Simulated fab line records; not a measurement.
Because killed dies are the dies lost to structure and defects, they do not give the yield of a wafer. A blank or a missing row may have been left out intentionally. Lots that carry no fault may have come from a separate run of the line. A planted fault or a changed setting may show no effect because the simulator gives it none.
Chamber matching | flow nand_harc | ald_hk-03 running NHARC_A_CHANNEL_FILL_D2_ALD_02: 4 sister chambers
The step deposits SiO2, target thk 6 nm, pulse time 10 s, ald cycles 60. 8 wafers are shown with their chamber, then 12 later ones without.

## WAFERS PAIRED WITH THEIR CHAMBERS
wafer  | chamber | heater_power_w (W) | precursor_pulse_height_rel
L091.6 | 3       | 411                | 0.981
L092.3 | 0       | 481                | 1.018
L092.1 | 1       | 428                | 1.019
L092.2 | 3       | 419                | 1.018
L092.6 | 0       | 490                | 0.988
L093.2 | 1       | 429                | 1.011
L093.3 | 2       | 408                | 1.013
L093.5 | 2       | 411                | 0.973

## WAFERS WITHOUT THEIR CHAMBER
wafer  | heater_power_w (W) | precursor_pulse_height_rel
L093.1 | 497                | 0.986
L093.4 | 420                | 1.017
L093.6 | 418                | 1.010
L094.1 | 413                | 1.047
L094.3 | 432                | 1.000
L094.4 | 483                | 0.995
L095.3 | 423                | 0.975
L095.5 | 481                | 0.988
L095.6 | 435                | 1.000
L096.1 | 416                | 0.976
L096.3 | 438                | 0.998
L096.5 | 410                | 0.958

## CHAMBER TAKEN BY EACH
wafer  | from the rows above          | in truth
L093.1 | 0                            | 0
L093.4 | can't be placed: 3 or 1 or 2 | 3
L093.6 | can't be placed: 3 or 2 or 1 | 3
L094.1 | can't be placed: 3 or 2 or 1 | 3
L094.3 | 1                            | 1
L094.4 | 0                            | 0
L095.3 | can't be placed: 3 or 1 or 2 | 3
L095.5 | 0                            | 0
L095.6 | 1                            | 1
L096.1 | can't be placed: 3 or 2      | 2
L096.3 | 1                            | 1
L096.5 | can't be placed: 2 or 3      | 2
Correctly placed: 6 of 12. Can't be placed from these rows: 6 (the true chamber is among the candidates in 6). Wrongly placed: 0.
How it was worked out, from the rows above alone: a wafer's distance from a chamber is the root of the sum, over the readings, of the square of ((its reading less the chamber's mean) divided by the reading's scatter). If the next closest chamber is less than 2 further off than the closest, the wafer can't be placed; otherwise it belongs to the closest. For every chamber, the mean is computed from those of its wafers that are shown. The scatter is the square root of a quotient: the sum, over the shown wafers, of each reading's squared deviation from its chamber's mean, divided by wafers minus chambers.
